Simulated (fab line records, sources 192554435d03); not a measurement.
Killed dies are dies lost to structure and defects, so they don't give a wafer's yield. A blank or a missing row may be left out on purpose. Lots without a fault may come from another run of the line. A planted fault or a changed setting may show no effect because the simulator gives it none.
Which tool did it? | flow n5_finfet | 8 lots, 22 wafers sampled, at 3 steps of a route of 1938

WHAT THE GAUGES READ, wafer by wafer
N5_BEOL_M4_RC_MEAS_101. Usual: DIBL_N 37.2 mV/V, standard deviation 2.1; DIBL_P 37.3 mV/V, standard deviation 2.3; IOFF_N 0.18 nA/um, standard deviation 0.041; IOFF_P 0.24 nA/um, standard deviation 0.042; ION_N 680 uA/um, standard deviation 13; ION_P 466 uA/um, standard deviation 7.7; SS_N 71.8 mV/dec, standard deviation 0.68; SS_P 73.5 mV/dec, standard deviation 0.66; VT_N 249 mV, standard deviation 3.6; VT_P -248 mV, standard deviation 3.4.
lot  | measured     | on        | DIBL_N (mV/V)  | DIBL_P (mV/V)  | IOFF_N (nA/um) | IOFF_P (nA/um) | ION_N (uA/um) | ION_P (uA/um) | SS_N (mV/dec)  | SS_P (mV/dec)  | VT_N (mV)   | VT_P (mV)      | flag
L197 | day 9 01:14  | prober-01 | 39.2 38.1 39.9 | 39.5 37.7 41.7 | 0.23 0.19 0.27 | 0.27 0.23 0.32 | 705 689 712   | 473 468 482   | 71.8 72.9 72.1 | 74.0 73.8 74.1 | 243 248 242 | -247 -252 -243 |
L203 | day 10 12:20 | prober-02 | 35.3 33.3 36.0 | 36.0 34.3 36.6 | 0.16 0.13 0.18 | 0.26 0.22 0.28 | 686 670 686   | 475 473 477   | 72.0 70.9 71.9 | 73.8 73.4 73.5 | 249 250 249 | -244 -246 -240 |
L204 | day 10 16:29 | prober-02 | 34.7 39.6 35.5 | 33.7 40.1 35.8 | 0.13 0.23 0.15 | 0.19 0.33 0.24 | 662 684 671   | 458 472 467   | 70.9 72.3 71.3 | 71.9 74.6 73.0 | 251 243 251 | -248 -243 -245 |
L211 | day 13 17:26 | prober-01 | 39.4 39.5 35.9 | 40.3 40.7 37.1 | 0.22 0.21 0.16 | 0.30 0.31 0.23 | 684 675 677   | 479 470 469   | 73.5 72.4 70.9 | 74.3 74.2 73.5 | 247 250 249 | -246 -244 -247 |
L213 | day 13 20:22 | prober-01 | 37.3 39.4 35.9 | 36.5 38.5 35.1 | 0.15 0.18 0.13 | 0.20 0.23 0.18 | 673 673 668   | 461 456 458   | 71.4 72.3 70.6 | 73.8 74.2 73.4 | 254 254 256 | -255 -252 -254 |
L216 | day 14 20:22 | prober-01 | 33.0 34.9      | 34.6 36.7      | 0.12 0.14      | 0.19 0.23      | 675 666       | 472 466       | 70.5 71.6      | 72.3 72.7      | 250 252     | -252 -248      |
L215 | day 14 21:18 | prober-02 | 35.5 36.6 38.1 | 36.1 37.3 39.4 | 0.15 0.17 0.23 | 0.19 0.22 0.26 | 678 667 704   | 459 457 473   | 71.7 71.9 72.0 | 73.9 74.1 74.4 | 251 248 242 | -252 -249 -248 |
L217 | day 15 00:02 | prober-02 | 37.5 38.1      | 36.9 37.8      | 0.18 0.20      | 0.25 0.27      | 675 677       | 466 463       | 72.0 72.2      | 73.6 74.2      | 251 248     | -249 -245      |

N5_BEOL_M10_CD_MEAS_18: pitch 140 nm, target cd 70 nm. Usual: cd_nm 69.9 nm, standard deviation 0.73.
lot  | measured     | on        | cd_nm (nm)     | flag
L197 | day 11 13:53 | cd_sem-01 | 69.5 69.7 68.9 |
L203 | day 12 15:59 | cd_sem-02 | 70.1 70.3 69.7 |
L204 | day 12 23:19 | cd_sem-02 | 69.6 69.2 68.3 |
L211 | day 15 22:18 | cd_sem-02 | 70.5 70.4 70.4 |
L213 | day 15 21:53 | cd_sem-02 | 69.2 69.2 68.5 |
L216 | day 17 01:08 | cd_sem-01 | 71.6 69.8      |
L215 | day 17 00:48 | cd_sem-03 | 69.8 69.3 70.5 |
L217 | day 17 04:35 | cd_sem-03 | 69.8 70.7      |

WHICH TOOL RAN EACH LOT (tool, then ch and the chambers of the sampled wafers, then the start)
lot  | N5_BEOL_M10_ETCH_62
L197 | rie_diel-05 ch 0,1,2, day 11 13:31
L203 | rie_diel-06 ch 1,2, day 12 15:31
L204 | rie_diel-05 ch 0,3, day 12 22:56
L211 | rie_diel-06 ch 0,2,3, day 15 21:56
L213 | rie_diel-04 ch 1,2,3, day 15 21:24
L216 | rie_diel-06 ch 1,2, day 17 00:37
L215 | rie_diel-05 ch 0,1,2, day 17 00:26
L217 | rie_diel-06 ch 0,1, day 17 04:02
- N5_BEOL_M10_ETCH_62: etches SOC in N2/H2, target depth 110 nm, overetch 22 nm, time 165 s.

WHAT THE TOOLS THEMSELVES READ (means of the sampled wafers that have a number; where no wafer has one, the mark that the record gives instead)
N5_BEOL_M10_ETCH_62. Usual: bias_w 150.1 W, standard deviation 0.46; chamber_pressure_mTorr 30.003 mTorr, standard deviation 0.028; drypump_motor_current_A 5.6 A, standard deviation 0.49; oes_product_au 0.69 a.u., standard deviation 0.07; rf_vpp_V 524.4 V, standard deviation 2.9; showerhead_plenum_p_Torr 2.55 Torr, standard deviation 0.099; throttle_valve_pct 17.70 %, standard deviation 0.28.
lot  | tool        | bias_w (W) | chamber_pressure_mTorr (mTorr) | drypump_motor_current_A (A) | oes_product_au (a.u.) | rf_vpp_V (V) | showerhead_plenum_p_Torr (Torr) | throttle_valve_pct (%) | flag
L197 | rie_diel-05 | 150.2      | 29.996                         | 5.6                         | 0.71                  | 524.5        | 2.56                            | 17.58                  |
L203 | rie_diel-06 | 149.8      | 29.995                         | 5.3                         | 0.74                  | 522.1        | 2.47                            | 17.46                  |
L204 | rie_diel-05 | 150.3      | 29.973                         | 6.2                         | 0.67                  | 522.0        | 2.47                            | 17.73                  |
L211 | rie_diel-06 | 150.4      | 29.982                         | 5.6                         | 0.69                  | 525.0        | 2.60                            | 17.76                  |
L213 | rie_diel-04 | 150.4      | 30.018                         | 5.8                         | 0.62                  | 522.7        | 2.52                            | 17.95                  |
L216 | rie_diel-06 | 149.7      | 30.023                         | 5.5                         | 0.68                  | 521.2        | 2.45                            | 17.63                  |
L215 | rie_diel-05 | 150.1      | 30.018                         | 5.6                         | 0.67                  | 524.6        | 2.55                            | 17.67                  |
L217 | rie_diel-06 | 149.8      | 29.990                         | 5.8                         | 0.65                  | 523.1        | 2.55                            | 18.00                  |

THE ANSWER, worked out from the rows above alone
Rule: a lot is off if the mean of its wafers that have a number lies more than 3 standard deviations from the usual mean. A lot without any number at a reading at which 4 lots or more have one is off too. The other lots that the step has rows for count as sound. The gauges are gone through in route order, then the tools' own readings, and for those a lot's mean is taken as printed above. The first step at which some lot is off is used, and at that step the reading that is off furthest; a lot without a number counts as furthest.
No lot is off at any reading shown: from this, nothing can be told.

WHAT THE SIMULATOR HAD PUT IN
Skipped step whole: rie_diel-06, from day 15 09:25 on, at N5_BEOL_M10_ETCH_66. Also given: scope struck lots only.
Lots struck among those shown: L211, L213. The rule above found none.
